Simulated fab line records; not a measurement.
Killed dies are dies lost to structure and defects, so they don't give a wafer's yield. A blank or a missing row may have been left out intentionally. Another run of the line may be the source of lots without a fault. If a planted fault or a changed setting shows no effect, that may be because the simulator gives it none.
A struck lot beside a sound one ; flow nand harc ; 14 steps out of a route of 1159
Sound: wafers L173.1, L173.5, L173.6. Struck: wafer L184.1. (L184.2, L184.3 of the same lot were not struck and are left out.) The cause comes at the end.
Each step with rows lists, per side, the tool, then ch with its chambers, then its first start. Under that, the readings that differ: sound wafers ; struck wafers ; difference of the means ; sigmas: that difference in standard deviations of wafers without a fault.
alike: a reading whose means differ by less than 2 such deviations, as well as words and numbers matching on both sides. not compared: withheld readings; readings where some wafer has no value; bounds like >300 that might hide an equal value; numbers whose values overlap and for which the record gives no deviation.
Wherever a step has rows on one side only, a row that says differs or no value, or a row with sigmas, the two part there. When numbers do not overlap yet have no deviation, they are printed without sigmas and do not part them. A reading that every wafer of one side lacks parts them only if that side has two wafers or more.

first, 1 step without rows for these wafers: NHARC_A_CHANNEL_HOLE_D1_STRIP_43 (strips in O2/COS).
NHARC_A_CHANNEL_HOLE_D1_ETCH_44: etches the open film in CF4/O2, target depth 140 nm, overetch 14 nm, time 77 s.
  sound on rie diel-03 ch 2,3, day 9 05:46; struck on rie diel-13 ch 1, day 11 18:16
  alike: bias w, drypump motor current A, oes_o_777_au, oes product au, rf fwd power W, rf vpp V, showerhead plenum p Torr, throttle valve pct
  not compared: rf hours counter h
then, 3 steps without rows for these wafers: NHARC_A_CHANNEL_HOLE_D1_STRIP_27 (strips in O2); NHARC_A_CHANNEL_HOLE_D1_PRECLEAN_28 (cleans in SC1); NHARC_A_CHANNEL_HOLE_D1_SRD_29.
NHARC_A_CHANNEL_HOLE_D1_CD_MEAS_30:
  sound on cd sem-03 at day 9 06:33; struck on cd sem-01 at day 11 19:03
  alike: cd nm
NHARC_A_CHANNEL_HOLE_D1_XSEM_31:
  sound on xsem-01 ch 0, day 9 06:38; struck on xsem-02 ch 0, day 11 19:08
  alike: bot cd nm, bow nm, tilt deg
NHARC_A_CHANNEL_HOLE_D1_INSPECT_40:
  sound on defect inspect-02 at day 9 06:44; struck on defect inspect-02 at day 11 19:15
  alike: raw defect count
then, 2 steps without rows for these wafers: NHARC_A_CHANNEL_FILL_D1_PRECLEAN_00 (cleans in SC1); NHARC_A_CHANNEL_FILL_D1_SRD_01.
NHARC_A_CHANNEL_FILL_D1_ALD_02: deposits SiO2, target thk 6 nm, pulse time 10 s, ald cycles 60.
  sound on ald hk-02 ch 0,3, day 9 06:56; struck on ald hk-02 ch 2, day 11 22:01
  alike: heater power w, precursor pulse height rel, susceptor temp C
  not compared: ald cycles
NHARC_A_CHANNEL_FILL_D1_ALD_03: deposits SiNx, target thk 6 nm, pulse time 60 s, ald cycles 58.
  sound on ald sin batch-01 ch 0; struck on ald sin batch-02 ch 0
  alike: precursor pulse height rel, susceptor temp C
  not compared: ald cycles
NHARC_A_CHANNEL_FILL_D1_ALD_14: deposits SiO2, target thk 2.5 nm, pulse time 10 s, ald cycles 25.
  sound on ald hk-04 ch 1,2, day 9 14:59; struck on ald hk-04 ch 0, day 12 05:16
reading;sound;struck;difference;sigmas
ald cycles;25 25 25;32;+7;
precursor pulse height rel;1.023 1.007 1.068;0.968;-0.065;-3
susceptor temp C (C);300.53 300.57 299.94;299.95;-0.40;-2
  alike: heater power w
NHARC_A_CHANNEL_FILL_D1_ALD_15: deposits SiNx, target thk 2 nm, pulse time 60 s, ald cycles 19.
  sound on ald sin batch-03 ch 0; struck on ald sin batch-03 ch 0
reading;sound;struck;difference;sigmas
susceptor temp C (C);- - -;630.4;no value on the sound wafers;
  alike: precursor pulse height rel
  not compared: ald cycles

== WHERE THEY PART ==
Last at NHARC_A_CHANNEL_FILL_D1_ALD_15 as far as this record goes, first at NHARC_A_CHANNEL_FILL_D1_ALD_14.

WHY: whatever the simulator had introduced
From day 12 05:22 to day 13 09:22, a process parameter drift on ald hk-04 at NHARC_A_CHANNEL_FILL_D1_ALD_14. A move of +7 in setting ald cycles, from 25. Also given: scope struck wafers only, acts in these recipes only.
